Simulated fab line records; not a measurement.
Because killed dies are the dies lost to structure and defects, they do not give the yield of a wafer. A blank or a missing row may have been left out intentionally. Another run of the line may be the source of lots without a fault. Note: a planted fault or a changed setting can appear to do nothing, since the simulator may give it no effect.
Which of the tools did it? | flow nand-harc | Sampling: 6 lots, 18 wafers, 5 of 1302 route steps

== WHAT EACH GAUGE READ, for each wafer ==
NHARC_END_SORT_01.
lot  | measured     | on        | killed-at-array
L376 | day 26 23:10 | prober-02 | 672 674 675

== WHAT TOOL EACH LOT RAN ON (gives the tool, then ch and the chambers of the sampled wafers, and finally the start) ==
lot  | NHARC_A_STAIRCASE_TRIM_14                     | NHARC_A_STAIRCASE_ETCH_17                     | NHARC_A_STAIRCASE_ETCH_25          | NHARC_A_STAIRCASE_STRIP_175
L373 | rie-diel-08 ch 2,3, day 17 12:38 or earlier   | rie-diel-08 ch 0,1, day 17 12:38 or earlier   | rie-diel-08 ch 0,1,3, day 17 12:38 | plasma-asher-01 ch 0,1, day 17 13:04
L376 | rie-diel-07 ch 0,2,3, day 18 14:17 or earlier | rie-diel-07 ch 0,1,2, day 18 14:17 or earlier | rie-diel-07 ch 0,1,3, day 18 14:17 | plasma-asher-01 ch 0,1, day 18 14:41
L379 | rie-diel-08 ch 1,2, day 19 20:29 or earlier   | rie-diel-08 ch 0,2,3, day 19 20:29 or earlier | rie-diel-08 ch 0,1,3, day 19 20:29 | plasma-asher-01 ch 0,1, day 19 21:04
L386 | rie-diel-08 ch 0,2, day 22 13:23 or earlier   | rie-diel-08 ch 0,1,3, day 22 13:23 or earlier | rie-diel-08 ch 0,1,2, day 22 13:23 | plasma-asher-01 ch 0,1, day 22 13:50
L389 | rie-diel-07 ch 0,2,3, day 23 14:00 or earlier | rie-diel-07 ch 0,1,2, day 23 14:00 or earlier | rie-diel-07 ch 1,2,3, day 23 14:00 | plasma-asher-02 ch 0,1, day 23 14:29
L392 | rie-diel-04 ch 0,2,3, day 25 09:14 or earlier | rie-diel-04 ch 0,1,3, day 25 09:14 or earlier | rie-diel-04 ch 1,2, day 25 09:14   | plasma-asher-02 ch 0,1, day 25 09:38
- NHARC_A_STAIRCASE_TRIM_14: chemistry O2, time 211.2 s.
- NHARC_A_STAIRCASE_ETCH_17: etches the open film in C4F8/O2, target depth 100 nm, time 40.5 s.
- NHARC_A_STAIRCASE_ETCH_25: etches the open film in C4F8/O2, target depth 100 nm, time 40.5 s.
- NHARC_A_STAIRCASE_STRIP_175: strips in O2.

== THE ANSWER, worked out from the rows above alone ==
Rule: the usual values come from the lots themselves. The widest of any qualifying gaps counts: lots, ordered by their means at a reading, are off when they make up no more than a third of the lots, leave a main group of 4 or more, and stand apart from it by 3 or more times the standard deviation of that group's means. If all means in a main group match to the digits the tables above print for the reading, that group is not used. A lot without any number at a reading at which 4 lots or more have one is off too. The other lots that the step has rows for count as sound.
Nothing can be told from this: no lot is off at any reading shown.

== WHAT THE SIMULATOR HAD INSERTED ==
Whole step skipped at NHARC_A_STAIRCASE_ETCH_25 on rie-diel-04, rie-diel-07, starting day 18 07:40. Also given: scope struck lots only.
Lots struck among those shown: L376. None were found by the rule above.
